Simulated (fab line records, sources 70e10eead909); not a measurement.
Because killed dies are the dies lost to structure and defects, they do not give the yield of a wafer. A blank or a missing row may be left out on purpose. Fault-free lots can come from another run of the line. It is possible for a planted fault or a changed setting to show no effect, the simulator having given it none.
fab line records	flow nand-harc
[record] lots = 6	wafers = 18	last-day = 24
route steps=1159 shown A_CONTACT@929 A_BLC@964 END@1159
lots that met no fault: taken from a fault-free run of the same line
start-h: hours from the record's opening day to when the first of the lot's shown wafers began	wait-h: hours since the lot's step before	" as in the row above	L1.1+2: a single row standing in for several wafers	- no value, or no start was given	* or withheld: withheld	< > ~ a bound
route shown NAME@n: a module of which the file shows steps, and the number in the route of the first	usual: mean/standard deviation taken from wafers without a fault	same: alike in all rows	chamber/n: place in a boat	sites: the reading at each site	_std_site: the standard deviation of these	_edge_site: inner sites' mean taken away from outer sites' mean	radius-mm: how far each site lies from the wafer's centre	mask NAME#n: copy n	behind: the last tool/chamber to shape the wafer	hold: why the lot was held/for how many hours/how that ended	device: whichever transistor did not switch (one of n, p or np)	end of line: the route-end tests of the same wafers	a step with no rows: only its recipe	killed: the dies lost at the first sort to structure and to defects; this is not the yield of the wafer	map: a wafer's dies, x killed, . not, _ none there
set.NAME: the setting as run; set.NAME@STEP: as run at that earlier step	model.NAME: the simulator's own value behind a step, which no gauge read
lots seen at some steps along the route; tables by step, rows by wafer
services: the hour from which a tool's chamber was out of use, counted from the record's first day as start-h (under 0 if before that day), plus the number of hours and why
[[steps]]
[step NHARC_A_CONTACT_COAT_02]
[recipe] spin-rpm = 1500	resist-thk-nm = 90
[step NHARC_A_CONTACT_SOFTBAKE_03]
[recipe] temp-c = 105	time-s = 55
[step NHARC_A_CONTACT_EBR_04]
[step NHARC_A_CONTACT_EXPOSE_05]
[recipe] na = 1.35	sigma-outer = 0.8	dose-mj = 84.24	mask-id = A_CC
[step NHARC_A_CONTACT_PEB_06]
[recipe] peb-temp-c = 100	peb-time-s = 65
[step NHARC_A_CONTACT_DEVELOP_07]
[recipe] develop-time-s = 35	dev-temp-c = 23
[step NHARC_A_CONTACT_CD_MEAS_08]
[recipe] target-cd-nm = 100	landing-energy-ev = 500
[usual] cd-nm = 99.3/0.73
lot.wafer	tool	chamber	start-h	wait-h	cd-nm
L358.2	cd-sem-01	0	413.59	-	98.8
L358.3	"	0	"	"	99.0
L358.4	"	0	"	"	99.0
L360.3	cd-sem-01	0	424.80	-	100.0
L360.5	"	0	"	"	99.2
L360.6	"	0	"	"	100.3
L364.1	cd-sem-03	0	435.13	-	99.5
L364.4	"	0	"	"	99.5
L364.6	"	0	"	"	99.4
L375.2	cd-sem-02	0	503.84	-	100.7
L375.4	"	0	"	"	99.8
L375.5	"	0	"	"	100.0
L374.1	cd-sem-03	0	507.88	-	98.7
L374.3	"	0	"	"	98.6
L374.4	"	0	"	"	98.0
L377.1	cd-sem-02	0	517.80	-	99.1
L377.2	"	0	"	"	99.5
L377.5	"	0	"	"	100.4
[step NHARC_A_CONTACT_OVL_MEAS_09]
[usual] overlay-x-nm = 0.0/0.83	overlay-y-nm = -0.2/0.71
lot.wafer	tool	chamber	start-h	wait-h	overlay-x-nm	overlay-y-nm
L358.2	overlay-02	-	413.67	-	0.4	0.2
L358.3	"	-	"	"	0.2	-0.3
L358.4	"	-	"	"	0.4	-0.2
L360.3	overlay-02	-	424.88	-	-1.0	-1.2
L360.5	"	-	"	"	-0.9	-0.8
L360.6	"	-	"	"	-0.9	-1.2
L364.1	overlay-01	-	435.22	-	1.3	-1.7
L364.4	"	-	"	"	0.6	-0.9
L364.6	"	-	"	"	0.3	-0.7
L375.2	overlay-01	-	503.94	-	-0.7	-0.1
L375.4	"	-	"	"	-0.2	0.4
L375.5	"	-	"	"	-0.2	0.3
L374.1	overlay-02	-	507.96	-	-0.5	0.4
L374.3	"	-	"	"	0.1	0.5
L374.4	"	-	"	"	-0.7	1.0
L377.1	overlay-02	-	517.89	-	-1.4	-1.6
L377.2	"	-	"	"	-1.1	-1.5
L377.5	"	-	"	"	-1.2	-1.4
[step NHARC_A_CONTACT_INSPECT_10]
[usual] raw-defect-count = 30/11
lot.wafer	tool	chamber	start-h	wait-h	raw-defect-count
L358.2	defect-inspect-02	-	413.71	0.0	27
L358.3	"	-	"	"	27
L358.4	"	-	"	"	38
L360.3	defect-inspect-01	-	424.92	0.0	36
L360.5	"	-	"	"	44
L360.6	"	-	"	"	46
L364.1	defect-inspect-01	-	435.26	0.0	50
L364.4	"	-	"	"	28
L364.6	"	-	"	"	47
L375.2	defect-inspect-02	-	503.98	0.0	13
L375.4	"	-	"	"	14
L375.5	"	-	"	"	31
L374.1	defect-inspect-01	-	508.00	0.0	40
L374.3	"	-	"	"	34
L374.4	"	-	"	"	46
L377.1	defect-inspect-02	-	517.92	0.0	23
L377.2	"	-	"	"	14
L377.5	"	-	"	"	16
[step NHARC_A_CONTACT_DESCUM_13]
[recipe] time-s = 3	o2-flow-sccm = 200	ar-flow-sccm = 0	bias-power-w = 0	chemistry = O2
[step NHARC_A_CONTACT_ETCH_88]
[recipe] target-depth-a = 390	over-etch-frac = 0.3	time-s = 65	ion-energy-ev = 80	cf4-flow-sccm = 150	ar-flow-sccm = 0	rf-w = 300	bias-w = 100	chemistry = CF4
[usual] bias-w = 99.95/0.3	drypump-motor-current-A = 5.7/0.33	oes-product-au = 0.996/0.013	rf-vpp-V = 151.8/1.1	showerhead-plenum-p-Torr = 1.80/0.063	throttle-valve-pct = 13.284/0.0082
lot.wafer	tool	chamber	start-h	wait-h	bias-w	drypump-motor-current-A	oes-product-au	rf-hours-counter-h	rf-vpp-V	showerhead-plenum-p-Torr	throttle-valve-pct
L358.3	rie-diel-13	3	413.86	0.1	99.78	5.5	0.996	50	149.3	1.64	13.288
L358.2	"	0	"	"	100.21	5.9	0.988	51	153.4	1.89	13.292
L358.4	"	1	"	"	100.10	6.1	0.980	44	150.4	1.76	13.269
L360.3	rie-diel-08	1	425.08	0.1	100.03	5.8	1.007	20	151.6	1.77	13.285
L360.6	"	2	"	"	100.25	5.1	0.992	-	150.4	1.77	13.291
L360.5	"	3	"	"	100.44	5.5	1.012	-	152.4	1.88	13.287
L364.4	rie-diel-08	0	435.41	0.1	100.21	5.7	0.968	24	151.7	1.79	13.284
L364.1	"	1	"	"	99.70	5.9	1.006	23	151.1	1.77	13.289
L364.6	"	0	"	"	100.23	5.7	0.977	-	153.8	1.79	13.276
L375.2	rie-diel-13	3	504.13	0.1	100.36	5.5	1.018	19	153.1	1.90	13.286
L375.4	"	0	"	"	100.07	5.9	0.996	16	152.8	1.89	13.281
L375.5	"	3	"	"	99.94	5.5	1.007	-	152.5	1.90	13.296
L374.3	rie-diel-13	3	508.17	0.1	99.99	5.5	1.014	20	152.5	1.90	13.291
L374.1	"	1	"	"	99.92	6.1	1.003	18	150.7	1.75	13.283
L374.4	"	1	"	"	100.11	6.1	0.990	-	151.9	1.75	13.280
L377.1	rie-diel-07	0	518.07	0.1	100.05	5.3	1.005	45	152.8	1.84	13.271
L377.2	"	2	"	"	99.81	6.3	1.009	42	153.6	1.88	13.265
L377.5	"	1	"	"	100.20	5.8	1.017	-	150.8	1.76	13.292
[step NHARC_A_CONTACT_ETCH_89]
[recipe] target-depth-a = 2600	over-etch-frac = 0.3	time-s = 475.3	ion-energy-ev = 200	n2-flow-sccm = 150	h2-flow-sccm = 150	ar-flow-sccm = 0	rf-w = 400	bias-w = 150	chemistry = N2/H2
[step NHARC_A_CONTACT_ETCH_30]
[recipe] target-depth-a = 605	time-s = 30.2	cf4-flow-sccm = 100	chf3-flow-sccm = 30	ar-flow-sccm = 0	rf-w = 500	bias-w = 200	chemistry = CF4/CHF3
[usual] bias-w = 200.0/0.51	drypump-motor-current-A = 5.7/0.32	oes-product-au = 0.931/0.021	rf-vpp-V = 371.7/2.1	showerhead-plenum-p-Torr = 1.61/0.059	throttle-valve-pct = 16.802/0.01
lot.wafer	tool	chamber	start-h	wait-h	bias-w	drypump-motor-current-A	oes-product-au	rf-hours-counter-h	rf-vpp-V	showerhead-plenum-p-Torr	throttle-valve-pct
L358.2	rie-diel-13	1	414.29	-	200.0	6.1	0.911	44	369.1	1.56	16.800
L358.4	"	3	"	"	200.3	5.5	0.978	50	367.3	1.46	16.813
L358.3	"	0	"	"	200.3	5.9	0.980	52	374.0	1.69	16.800
L360.3	rie-diel-08	1	425.53	-	199.9	5.9	0.924	21	371.1	1.57	16.790
L360.5	"	3	"	"	199.1	5.4	0.938	-	375.5	1.67	16.801
L360.6	"	0	"	"	200.0	5.6	0.912	-	372.2	1.59	16.800
L364.1	rie-diel-08	3	435.85	-	199.9	5.4	0.943	23	373.3	1.67	16.803
L364.4	"	2	"	"	200.7	5.1	0.915	23	370.0	1.58	16.793
L364.6	"	3	"	"	200.4	5.4	0.945	-	373.3	1.67	16.793
L375.2	rie-diel-13	0	504.56	-	200.1	5.9	0.956	16	374.0	1.68	16.795
L375.4	"	2	"	"	199.0	5.4	0.956	18	369.4	1.53	16.800
L375.5	"	1	"	"	199.2	6.1	0.968	-	370.9	1.56	16.806
L374.1	rie-diel-13	2	510.47	-	200.1	5.3	0.902	21	368.1	1.53	16.809
L374.3	"	3	"	"	200.2	5.5	0.930	22	374.7	1.69	16.798
L374.4	"	3	"	"	200.4	5.5	0.937	-	374.7	1.69	16.822
L377.2	rie-diel-07	0	518.51	-	200.7	5.3	0.969	46	373.7	1.63	16.785
L377.1	"	1	"	"	200.0	5.8	0.970	42	369.9	1.57	16.803
L377.5	"	2	"	"	200.2	6.3	0.987	-	372.7	1.67	16.788
[step NHARC_A_CONTACT_ETCH_31]
[recipe] target-depth-a = 20000	over-etch-frac = 0.3	time-s = 520	ion-energy-ev = 150	o2-flow-sccm = 400	cos-flow-sccm = 20	ar-flow-sccm = 0	rf-w = 500	bias-w = 300	chemistry = O2/COS
[step NHARC_A_CONTACT_ETCH_134]
[recipe] source-w = withheld	pressure-mtorr = 20	bias-v = withheld	time-s = 140	target-depth-a = 7000	ar-flow-sccm = withheld	c4f8-flow-sccm = withheld	o2-flow-sccm = withheld	chemistry = C4F8/O2/Ar
[step NHARC_A_CONTACT_ETCH_135]
[recipe] source-w = withheld	pressure-mtorr = 20	bias-v = 3000	time-s = 132	target-depth-a = 12870	ar-flow-sccm = withheld	c4f8-flow-sccm = withheld	o2-flow-sccm = withheld	chemistry = C4F8/O2/Ar
lot.wafer	tool	chamber	start-h	wait-h	rf-hours-counter-h
L358.2	har-cap-etch-03	1	414.96	0.2	90
L358.3	"	1	"	"	-
L358.4	"	0	"	"	-
L360.3	har-cap-etch-03	1	426.37	0.1	-
L360.6	"	1	"	"	-
L360.5	"	0	"	"	-
L364.1	har-cap-etch-02	1	436.56	0.2	22
L364.4	"	0	"	"	-
L364.6	"	0	"	"	-
L375.2	har-cap-etch-03	0	505.24	0.2	105
L375.4	"	0	"	"	-
L375.5	"	1	"	"	-
L374.1	har-cap-etch-01	0	511.22	0.2	78
L374.3	"	0	"	"	-
L374.4	"	1	"	"	-
L377.1	har-cap-etch-01	0	519.17	0.2	80
L377.2	"	1	"	"	80
L377.5	"	1	"	"	-
[step NHARC_A_CONTACT_ETCH_136]
[recipe] source-w = withheld	pressure-mtorr = 20	bias-v = 3000	time-s = 132	target-depth-a = 12870	ar-flow-sccm = withheld	c4f8-flow-sccm = withheld	o2-flow-sccm = withheld	chemistry = C4F8/O2/Ar
[step NHARC_A_CONTACT_ETCH_137]
[recipe] source-w = withheld	pressure-mtorr = 20	bias-v = 3000	time-s = 132	target-depth-a = 12870	ar-flow-sccm = withheld	c4f8-flow-sccm = withheld	o2-flow-sccm = withheld	chemistry = C4F8/O2/Ar
lot.wafer	tool	chamber	start-h	wait-h	rf-hours-counter-h
L358.2	har-cap-etch-03	1	415.21	0.1	90
L358.3	"	1	"	"	-
L358.4	"	0	"	"	-
L360.3	har-cap-etch-03	1	426.62	0.1	-
L360.6	"	1	"	"	-
L360.5	"	0	"	"	-
L364.1	har-cap-etch-02	1	436.80	0.1	22
L364.4	"	0	"	"	-
L364.6	"	0	"	"	-
L375.2	har-cap-etch-03	0	505.49	0.1	106
L375.4	"	0	"	"	-
L375.5	"	1	"	"	-
L374.1	har-cap-etch-01	0	511.46	0.1	78
L374.3	"	0	"	"	-
L374.4	"	1	"	"	-
L377.1	har-cap-etch-01	0	519.42	0.1	80
L377.2	"	1	"	"	80
L377.5	"	1	"	"	-
[step NHARC_A_CONTACT_ETCH_138]
[recipe] source-w = withheld	pressure-mtorr = 20	bias-v = 3000	time-s = 132	target-depth-a = 12890	ar-flow-sccm = withheld	c4f8-flow-sccm = withheld	o2-flow-sccm = withheld	chemistry = C4F8/O2/Ar
lot.wafer	tool	chamber	start-h	wait-h	rf-hours-counter-h
L358.2	har-cap-etch-03	1	415.33	0.1	90
L358.3	"	1	"	"	-
L358.4	"	0	"	"	-
L360.3	har-cap-etch-03	1	426.74	0.1	-
L360.6	"	1	"	"	-
L360.5	"	0	"	"	-
L364.1	har-cap-etch-02	1	436.92	0.1	22
L364.4	"	0	"	"	-
L364.6	"	0	"	"	-
L375.2	har-cap-etch-03	0	505.61	0.1	106
L375.4	"	0	"	"	-
L375.5	"	1	"	"	-
L374.1	har-cap-etch-01	0	511.58	0.1	78
L374.3	"	0	"	"	-
L374.4	"	1	"	"	-
L377.1	har-cap-etch-01	0	519.54	0.1	80
L377.2	"	1	"	"	80
L377.5	"	1	"	"	-
[step NHARC_A_CONTACT_ETCH_139]
[recipe] source-w = withheld	pressure-mtorr = 20	bias-v = 400	time-s = 137	target-depth-a = 5900	ar-flow-sccm = withheld	c4f8-flow-sccm = 11.5	o2-flow-sccm = 7.2	chemistry = C4F8/O2/Ar
[step NHARC_A_CONTACT_ETCH_92]
[recipe] target-depth-a = 400	over-etch-frac = 0.5	time-s = 85.7	ion-energy-ev = 120	ch3f-flow-sccm = 50	o2-flow-sccm = 30	ar-flow-sccm = 200	rf-w = 500	bias-w = 100	chemistry = CH3F/O2
[step NHARC_A_CONTACT_ETCH_98]
[recipe] target-depth-a = 200	over-etch-frac = 0.5	time-s = 10	ion-energy-ev = 250	c4f6-flow-sccm = 25	o2-flow-sccm = 20	ar-flow-sccm = 500	rf-w = 600	bias-w = 500	chemistry = C4F6/O2
[step NHARC_A_CONTACT_CD_MEAS_15]
[usual] cd-nm = 89.8/0.81
lot.wafer	tool	chamber	start-h	wait-h	cd-nm
L358.2	cd-sem-02	-	416.08	-	90.2
L358.3	"	-	"	"	90.4
L358.4	"	-	"	"	90.4
L360.3	cd-sem-03	-	427.45	-	90.6
L360.5	"	-	"	"	88.7
L360.6	"	-	"	"	88.4
L364.1	cd-sem-02	-	437.66	-	89.6
L364.4	"	-	"	"	89.8
L364.6	"	-	"	"	89.2
L375.2	cd-sem-02	-	506.36	-	89.2
L375.4	"	-	"	"	89.8
L375.5	"	-	"	"	89.2
L374.1	cd-sem-03	-	512.33	-	89.7
L374.3	"	-	"	"	91.0
L374.4	"	-	"	"	90.4
L377.1	cd-sem-02	-	520.29	-	89.8
L377.2	"	-	"	"	89.3
L377.5	"	-	"	"	89.6
[step NHARC_A_CONTACT_STRIP_107]
[recipe] n2-flow-sccm = 150	h2-flow-sccm = 150	ar-flow-sccm = 0	bias-w = 0	chemistry = N2/H2
[step NHARC_A_CONTACT_STRIP_108]
[recipe] cf4-flow-sccm = 100	chf3-flow-sccm = 30	ar-flow-sccm = 0	bias-w = 0	chemistry = CF4/CHF3
[step NHARC_A_CONTACT_STRIP_109]
[recipe] o2-flow-sccm = 400	cos-flow-sccm = 20	ar-flow-sccm = 0	bias-w = 0	chemistry = O2/COS
[step NHARC_A_CONTACT_ETCH_110]
[recipe] target-depth-a = 500	overetch-a = 50	time-s = 27.5	ion-energy-ev = 100	cf4-flow-sccm = 80	o2-flow-sccm = 20	ar-flow-sccm = 0	rf-w = 300	bias-w = 100	chemistry = CF4/O2
[usual] bias-w = 100.0/0.32	drypump-motor-current-A = 5.7/0.33	oes-product-au = 0.998/0.014	rf-vpp-V = 198.3/1.3	showerhead-plenum-p-Torr = 1.36/0.053	throttle-valve-pct = 13.398/0.0095
lot.wafer	tool	chamber	start-h	wait-h	bias-w	drypump-motor-current-A	oes-product-au	rf-hours-counter-h	rf-vpp-V	showerhead-plenum-p-Torr	throttle-valve-pct
L358.3	rie-diel-13	0	416.37	0.1	100.0	5.9	0.991	52	198.2	1.43	13.399
L358.4	"	1	"	"	99.7	6.1	0.985	45	197.7	1.33	13.396
L358.2	"	2	"	"	99.7	5.3	0.980	38	198.2	1.31	13.400
L360.3	rie-diel-08	0	427.77	0.1	100.4	5.7	0.971	22	199.2	1.35	13.389
L360.5	"	0	"	"	100.3	5.7	0.976	-	196.5	1.35	13.405
L360.6	"	1	"	"	100.1	5.8	1.006	-	196.7	1.33	13.386
L364.1	rie-diel-13	1	438.20	0.3	99.9	6.2	0.980	51	198.8	1.32	13.396
L364.4	"	2	"	"	100.2	5.4	0.988	45	197.7	1.30	13.389
L364.6	"	2	"	"	99.9	5.3	0.976	-	198.4	1.30	13.396
L375.2	rie-diel-13	3	506.71	0.1	99.6	5.5	1.004	20	199.5	1.44	13.400
L375.5	"	1	"	"	100.0	6.1	0.996	-	196.0	1.32	13.403
L375.4	"	2	"	"	99.8	5.4	0.978	-	198.2	1.30	13.378
L374.4	rie-diel-13	1	512.72	0.1	100.2	6.1	1.007	20	197.1	1.32	13.401
L374.3	"	2	"	"	99.9	5.4	0.982	21	197.0	1.30	13.392
L374.1	"	3	"	"	100.2	5.5	1.029	22	199.8	1.44	13.389
L377.1	rie-diel-08	3	520.79	0.1	100.4	5.4	1.007	6	200.0	1.42	13.404
L377.2	"	0	"	"	99.5	5.6	0.996	6	198.2	1.35	13.398
L377.5	"	2	"	"	100.0	5.1	1.020	-	197.6	1.34	13.381
[step NHARC_A_CONTACT_STRIP_26]
[recipe] o2-flow-sccm = 500	ar-flow-sccm = 0	bias-w = 0	chemistry = O2
[step NHARC_A_CONTACT_STRIP_27]
[recipe] time-s = 600	temp-c = 30	chemistry = post-etch-residue-remover
[step NHARC_A_CONTACT_ALD_18]
[recipe] target-thk-a = 30	pulse-time-s = 1	ald-cycles = 150	temp-c = 450	material = TiN
[step NHARC_A_CONTACT_CVD_19]
[recipe] target-thk-a = 3000	temp-c = 300	pressure-torr = 40	wf6-flow-sccm = 40	h2-flow-sccm = 1600	ar-flow-sccm = 1560	time-s = 802	material = W
[step NHARC_A_CONTACT_CMP_20]
[recipe] t-overpolish-s = 30	target-thk-nm = 300
[step NHARC_A_CONTACT_SRD_22]
[step NHARC_A_BLC_DEHYDRATE_00]
[recipe] temp-c = 150	time-s = 120
[step NHARC_A_BLC_HMDS_01]
[recipe] time-s = 30
[step NHARC_A_BLC_COAT_02]
[recipe] temp-c = 260	time-s = 75
[step NHARC_A_BLC_COAT_03]
[recipe] temp-c = 225	time-s = 65
[step NHARC_A_BLC_COAT_04]
[recipe] spin-rpm = 1500	resist-thk-nm = 90
[step NHARC_A_BLC_SOFTBAKE_05]
[recipe] temp-c = 105	time-s = 55
[step NHARC_A_BLC_EBR_06]
[step NHARC_END_SORT_01]
[recipe] temp-c = 25
[usual] killed-at-array = 25/7.8	killed-at-other = 0.6/0.81	killed-at-periphery = 3.3/2.2	killed-dies = 29/8.2	killed-open = 3.5/1.9	killed-short = 1.8/1.3
[same] gross-dies = 677
lot.wafer	tool	chamber	start-h	wait-h	killed-at-array	killed-at-other	killed-at-periphery	killed-dies	killed-open	killed-short
L374.1	prober-02	0	557.00	2.5	78	0	2	80	1	2
L375.4	prober-01	0	559.38	3.4	77	0	0	77	3	4
// killed by level:class
L374.1 A_CONTACT:unspecified=58 A_CHANNEL_HOLE_D1:chamber-film-flake=12 A_CONTACT:chamber-film-flake=2 A_BLC:chamber-film-flake=2 A_CHANNEL_FILL_D1:geometric-particle:short=1 A_CONTACT:geometric-particle:open=1 A_BLC:geometric-particle:short=1 P_ZERO_WELL:chamber-film-flake=1
L375.4 A_CONTACT:unspecified=52 A_CONTACT:chamber-film-flake=14 A_ONON_D1:geometric-particle:short=3 A_CHANNEL_HOLE_D1:chamber-film-flake=3 A_ONON_D1:geometric-particle:open=1 A_CHANNEL_FILL_D1:geometric-particle:open=1 A_WL_FILL:geometric-particle:short=1 A_M0:geometric-particle:open=1
// map L374.1 (x killed, . not)
____________x____________
_________xxxxx.._________
_______xxxxxxxx..._______
______xxxxxxxx.....______
_____.xxxxxxxx....xx_____
____.xxxxxxxx......xx____
____..xxxxxxx......xx____
___..xxxxxx.........xx___
___....xxxxxx.......xx___
__........x.........x..__
__...x.............x...__
_...................x..._
_......x............x..._
_......................._
_......................._
_......................._
.........................
.........................
..x......................
.........................
.........................
_x......................_
_.....x................._
_......................._
_......................._
_......................._
__.....................__
__.....................__
___...................___
___...................___
____................x____
____..x..............____
_____..............._____
______.............______
_______..........._______
_________.....x._________
____________.____________
// map L375.4 (x killed, . not)
____________x____________
_________xxxxx.._________
_______xxxxxx....._______
______xxxxxxx......______
_____..xxxxxxx.....x_____
____.xxxxxxxx...x....____
____...xxxxxx........____
___...xxxxxxx.........___
___..x.x.x..x.........___
__..x.....xxx..........__
__.....................__
_.........x........x...._
_......................._
_.....................x._
_......................._
_......................._
......x..................
.........................
....................x....
.........................
.........................
_................x......_
_.x.................x..._
_......................._
_.....x................._
_......................._
__...x.................__
__............x........__
___...................___
___.................x.___
____.................____
____.................____
_____.......x......._____
______........xx...______
_______....x......_______
_________...x.xx_________
____________x____________
[[services]]
tool	chamber	start-h	hours	kind
har-cap-etch-01	-	395.64	0.4	repair
rie-diel-13	1	399.79	10.7	repair
rie-diel-07	-	405.74	9.0	pm
rie-diel-13	0	408.83	-	clean
rie-diel-13	2	408.83	-	clean
rie-diel-13	3	408.83	-	clean
rie-diel-08	0	417.33	3.9	repair
rie-diel-13	0	433.33	-	clean
rie-diel-13	1	433.33	-	clean
rie-diel-13	2	433.33	-	clean
rie-diel-13	3	433.33	-	clean
rie-diel-13	-	442.55	0.3	repair
rie-diel-07	-	444.54	0.8	repair
rie-diel-13	-	453.14	9.0	pm
rie-diel-13	0	453.14	10.8	vent-cycle
rie-diel-13	1	453.14	9.0	vent-cycle
rie-diel-13	2	453.14	9.0	vent-cycle
rie-diel-13	3	453.14	9.0	vent-cycle
rie-diel-08	-	459.16	21.9	repair
rie-diel-13	1	462.14	-	clean
rie-diel-13	2	462.14	-	clean
rie-diel-13	3	462.14	-	clean
rie-diel-13	3	462.14	-	consumable-replace:showerhead
rie-diel-13	0	505.73	5.7	repair
[[key]]
[first-sign] step = NHARC_END_SORT_01	reading = killed-at-array	direction = up	sigmas = 6.7	usual = 25	struck = 78
[effect] step = NHARC_END_SORT_01	reading = killed-dies	direction = up	sigmas = 6	usual = 29	struck = 78
[more-kills-born-at] NHARC_A_CONTACT_ETCH_30@rie-diel-13 = 110
met-at NHARC_A_CONTACT_ETCH_30
struck-wafers L374.1,L375.4
tester-left-out L374,L375
[fault] kind = chamber-particle-source	tool = rie-diel-13	chamber = 2	onset-h = 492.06	steps = NHARC_A_CONTACT_ETCH_30	rate-per-visit-cm2 = 0.64295	end-h = 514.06
// tester-left-out: of these lots the tester's yield and bins aren't shown, on N5 and GAA mostly nor the transistor test; their killed dies are dies lost to structure and defects alone, not to doping, threshold or leakage, so they don't give the yield
